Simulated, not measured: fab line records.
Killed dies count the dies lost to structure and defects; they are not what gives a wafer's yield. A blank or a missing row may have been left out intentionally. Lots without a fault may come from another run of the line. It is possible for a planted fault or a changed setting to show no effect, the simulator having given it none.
Which tool did it? | flow nandHarc | 72 wafers from 24 lots sampled at 3 of the route's 1302 steps

## WHAT THE GAUGES READ, wafer by wafer
NHARC_P_M0_THK_MEAS_24: measures by xrf.
lot  | measured     | on           | thkNm (nm)
L074 | day 6 08:31  | filmMetro-01 | 114.4 116.7 118.6
L075 | day 6 15:27  | filmMetro-01 | 116.7 116.7 115.5
L076 | day 7 01:29  | filmMetro-01 | 117.8 115.7 114.9
L077 | day 7 14:29  | filmMetro-02 | 118.1 116.6 115.0
L078 | day 7 22:08  | filmMetro-02 | 114.4 118.3 117.8
L079 | day 8 10:56  | filmMetro-01 | 115.9 120.2 118.4
L080 | day 8 16:43  | filmMetro-01 | 116.8 114.5 117.1
L081 | day 8 21:25  | filmMetro-02 | 117.2 117.7 115.0
L082 | day 9 09:29  | filmMetro-02 | 118.0 117.1 117.1
L083 | day 10 00:10 | filmMetro-01 | 117.9 117.2 117.1
L084 | day 10 05:38 | filmMetro-02 | 117.4 115.5 116.4
L085 | day 10 15:44 | filmMetro-02 | 118.9 114.8 115.9
L086 | day 11 07:01 | filmMetro-02 | 118.4 117.3 117.6
L087 | day 12 02:40 | filmMetro-01 | 119.0 118.7 118.5
L088 | day 12 03:43 | filmMetro-02 | 114.1 114.7 116.5
L089 | day 13 00:05 | filmMetro-01 | 117.5 117.6 118.2
L090 | day 13 04:19 | filmMetro-02 | 116.0 115.9 118.0
L091 | day 13 08:38 | filmMetro-01 | 120.0 116.6 116.1
L092 | day 14 02:19 | filmMetro-02 | 116.3 116.5 117.1
L093 | day 14 07:25 | filmMetro-01 | 117.9 117.5 117.7
L094 | day 14 16:41 | filmMetro-01 | 116.7 113.8 116.2
L095 | day 15 02:03 | filmMetro-02 | 115.7 114.6 116.5
L096 | day 15 02:29 | filmMetro-02 | 118.5 114.4 119.5
L097 | day 15 16:08 | filmMetro-02 | 118.0 119.4 115.9

NHARC_P_M1_OVL_MEAS_10: pitch 260 nm.
lot  | measured     | on         | overlayXNm (nm) | overlayYNm (nm)
L074 | day 6 10:01  | overlay-01 | 0.2 1.2 0.5     | 1.1 0.9 1.0
L075 | day 6 16:58  | overlay-02 | 0.3 -0.2 -0.2   | 0.5 0.1 0.8
L076 | day 7 03:07  | overlay-01 | 0.1 0.2 0.3     | 1.0 1.0 0.7
L077 | day 7 16:17  | overlay-02 | 0.8 0.4 0.4     | 1.7 0.9 0.9
L078 | day 7 23:46  | overlay-02 | -0.2 -0.2 -0.5  | 0.6 0.4 0.2
L079 | day 8 12:34  | overlay-02 | -1.1 -0.5 -0.2  | -0.6 -0.9 -0.9
L080 | day 8 18:14  | overlay-01 | -1.3 -0.7 -1.0  | -0.6 -0.1 -0.3
L081 | day 8 23:11  | overlay-01 | -0.4 -0.2 -0.6  | -0.3 -0.2 0.0
L082 | day 9 11:08  | overlay-01 | 1.6 1.0 1.0     | -0.6 -0.6 -0.8
L083 | day 10 01:46 | overlay-01 | 0.2 0.7 0.4     | 0.2 -0.1 -0.4
L084 | day 10 07:10 | overlay-01 | 0.8 1.2 1.0     | -0.6 0.2 -0.4
L085 | day 10 17:22 | overlay-02 | 0.3 0.7 0.4     | -0.3 -0.3 -0.8
L086 | day 11 08:47 | overlay-02 | 2.4 2.2 2.3     | -0.1 0.1 0.2
L087 | day 12 04:11 | overlay-01 | 0.3 0.5 0.7     | -1.3 -0.9 -1.1
L088 | day 12 05:13 | overlay-01 | 0.5 0.8 0.6     | 0.0 0.4 -0.1
L089 | day 13 01:41 | overlay-02 | -0.3 -0.7 -0.3  | 0.2 0.1 0.5
L090 | day 13 05:50 | overlay-02 | 0.7 0.5 0.5     | 0.4 0.8 0.9
L091 | day 13 10:19 | overlay-01 | 1.5 1.9 1.4     | -1.5 -1.0 -1.4
L092 | day 14 03:50 | overlay-01 | -0.6 -0.9 -1.8  | 0.8 0.4 0.9
L093 | day 14 09:14 | overlay-02 | -1.3 -1.2 -0.8  | 0.6 0.8 0.7
L094 | day 14 18:18 | overlay-01 | -1.2 -0.6 -1.4  | -0.9 -1.0 -1.3
L095 | day 15 03:50 | overlay-02 | -1.8 -1.7 -1.7  | 1.6 1.2 0.7
L096 | day 15 04:07 | overlay-01 | 0.0 0.3 -0.1    | 0.7 0.3 0.0
L097 | day 15 17:46 | overlay-01 | 0.6 0.9 0.9     | -0.3 0.1 0.3

## WHICH TOOL RAN EACH LOT (tool, then ch and the chambers of the sampled wafers, then the start)
lot  | NHARC_P_M0_PVD_21
L074 | pvdSputter-02, day 6 08:31 or earlier
L075 | pvdSputter-03, day 6 15:27 or earlier
L076 | pvdSputter-01, day 7 01:29 or earlier
L077 | pvdSputter-03, day 7 14:29 or earlier
L078 | pvdSputter-02, day 7 22:08 or earlier
L079 | pvdSputter-01, day 8 10:56 or earlier
L080 | pvdSputter-03, day 8 16:43 or earlier
L081 | pvdSputter-03, day 8 21:25 or earlier
L082 | pvdSputter-01, day 9 09:29 or earlier
L083 | pvdSputter-01, day 10 00:10 or earlier
L084 | pvdSputter-03, day 10 05:38 or earlier
L085 | pvdSputter-03, day 10 15:44 or earlier
L086 | pvdSputter-01, day 11 07:01 or earlier
L087 | pvdSputter-03, day 12 02:40 or earlier
L088 | pvdSputter-01, day 12 03:43 or earlier
L089 | pvdSputter-01, day 13 00:05 or earlier
L090 | pvdSputter-01, day 13 04:19 or earlier
L091 | pvdSputter-03, day 13 08:38 or earlier
L092 | pvdSputter-02, day 14 02:19 or earlier
L093 | pvdSputter-01, day 14 07:25 or earlier
L094 | pvdSputter-01, day 14 16:41 or earlier
L095 | pvdSputter-03, day 15 02:03 or earlier
L096 | pvdSputter-02, day 15 02:29 or earlier
L097 | pvdSputter-02, day 15 16:08 or earlier
- NHARC_P_M0_PVD_21: deposits Cu, target thk 30 nm, time 20.49 s.

## AS READ BY THE TOOLS THEMSELVES (means over the sampled wafers that have a number; for cases with no such wafer, the mark the record gives instead)
NHARC_P_M0_PVD_21.
lot  | tool          | substrateTempC (C) | throttleValvePct (%)
L074 | pvdSputter-02 | 29.97              | 30.4
L075 | pvdSputter-03 | 29.96              | 29.4
L076 | pvdSputter-01 | 29.93              | 30.6
L077 | pvdSputter-03 | 30.02              | 29.4
L078 | pvdSputter-02 | 30.02              | 29.6
L079 | pvdSputter-01 | 29.96              | 30.3
L080 | pvdSputter-03 | 30.00              | 29.0
L081 | pvdSputter-03 | 29.95              | 30.3
L082 | pvdSputter-01 | 30.02              | 30.7
L083 | pvdSputter-01 | 29.96              | 30.9
L084 | pvdSputter-03 | 29.90              | 29.9
L085 | pvdSputter-03 | 29.87              | 30.6
L086 | pvdSputter-01 | 30.00              | 30.6
L087 | pvdSputter-03 | 29.99              | 29.6
L088 | pvdSputter-01 | 30.00              | 30.2
L089 | pvdSputter-01 | 30.01              | 30.4
L090 | pvdSputter-01 | 29.97              | 29.9
L091 | pvdSputter-03 | 29.93              | 29.0
L092 | pvdSputter-02 | 30.04              | 30.2
L093 | pvdSputter-01 | 29.91              | 30.3
L094 | pvdSputter-01 | 30.07              | 29.8
L095 | pvdSputter-03 | 30.10              | 29.3
L096 | pvdSputter-02 | 29.93              | 29.8
L097 | pvdSputter-02 | 29.99              | 29.9

## THE ANSWER, worked out from the rows above alone
Rule: what is usual is taken from the lots themselves. Put in order of their means at a reading, lots are off if they are a third of the lots or fewer, leave a main group of 4 or more, and stand apart from it by a gap of 3 or more times the standard deviation of the main group's means; of several such gaps the widest counts. Not used: any main group whose means are identical at the precision the tables above print for the reading. Also off: a lot with no number at a reading for which 4 or more lots have one. The other lots that the step has rows for count as sound. After the gauges, taken in route order, come the tools' own readings; for these a lot's mean is taken, as printed above. The first step at which some lot is off is used, and at that step the reading that is off furthest; a lot without a number counts as furthest.
Nothing can be told from this: no lot is off at any reading shown.

## WHAT THE SIMULATOR PUT IN
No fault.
